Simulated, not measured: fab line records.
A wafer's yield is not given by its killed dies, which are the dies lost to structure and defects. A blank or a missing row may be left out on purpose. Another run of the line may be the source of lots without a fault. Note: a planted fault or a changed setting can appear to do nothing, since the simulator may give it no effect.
8D (eight disciplines) problem report, filled in by code ; flow n5Finfet ; the parts of the form that need people (team, actions taken, sign-off) are left out

## 1. THE ISSUE
Across 2 wafers from 2 lots, M2_ILD_THK at N5_BEOL_M2_THK_MEAS_01 averages 83.6 nm, while fault-free wafers read 79.1 nm with a standard deviation of 1. Measured from the usual mean, that is +4.5 standard deviations.
The first sign was on wafer L582.4 at day 7 14:14, on filmMetro-01. At this step, 29 wafers from 10 lots have a number in the record. Rule for "out", or "out of limits": more than 4 standard deviations from the usual mean. Any other wafer with a number is counted as sound.

## 2. WHAT IT IS, AND WHAT IT ISN'T
question;is;is not
which readings at this step;M2_ILD_THK;-
which lots;L582, L583;L579, L592, L593, L594, L596, L597, L599, L600
which wafers of those lots;L582.4, L583.4;L582.5, L583.1, L583.5
read on which gauges;filmMetro-01, filmMetro-02;-
when;from day 7 14:14;"up to then (4 sound wafers); but 23 sound wafers of L583, L592, L593, L594, L596, L597, L599, L600 came after"

## 3. THE SUSPECTS, EACH WITH WHAT RULES IT OUT
Counting: any tool at a process step up to the reading remains a suspect provided it ran every lot that is out. Sound lots after the first of them don't rule it out here, since some wafers of a struck lot are sound.
- ruled out: the gauge at N5_BEOL_M2_THK_MEAS_01. 2 gauges (filmMetro-01, filmMetro-02) read the wafers that are out.
- pecvd-03 at N5_BEOL_M2_ILD_DEP_00 (deposits SiOC from DEMS/O2, target thk 79 nm, time 15.3 s): kept. It processed each lot that is out (first: L582, day 7 14:11); up to then, its last sound lot is L579 (day 7 02:39).
After counting, what remains is pecvd-03 at N5_BEOL_M2_ILD_DEP_00.

## 4. THE CAUSE (what the simulator had put in)
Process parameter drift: pecvd-03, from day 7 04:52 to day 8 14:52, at N5_BEOL_M2_ILD_DEP_00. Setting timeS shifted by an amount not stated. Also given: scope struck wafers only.
Only this tool survived the counting.

## 5. THE CHAIN OF EFFECTS, in route order
Each row: a reading whose mean over the struck wafers that have a number lies more than 3 standard deviations from the usual. Only readings whose record carries a usual standard deviation are examined. hours: median over the lots of the time between each lot's start at the first step of this table that gives one and its start at this step. sigmas: the change, counted in usual standard deviations.
hours;step;reading;usual;on struck wafers;change;sigmas
0;N5_BEOL_M2_THK_MEAS_01;M2_ILD_THK;79.1 nm;83.6;+4.5;+4.5
At these later measuring or inspecting steps, every struck wafer for which the step has a row has a number for every such reading, and none has moved that far: N5_BEOL_M4_RC_MEAS_101.

## 6. WHAT WOULD HAVE CAUGHT IT SOONER
Counted from the fault's start at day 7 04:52, it took 9 hours until the first out-of-limits reading at a measuring or inspecting step in this record, taken at day 7 14:14.
No tool reading at N5_BEOL_M2_ILD_DEP_00 that has a usual standard deviation in the record was out on any struck wafer, so an alarm limit of 4 standard deviations on those readings would not have fired.
Among the 2 lots that are out, L583 began N5_BEOL_M2_ILD_DEP_00 on pecvd-03 after day 7 14:14. A hold on the tool at that time would have spared it.
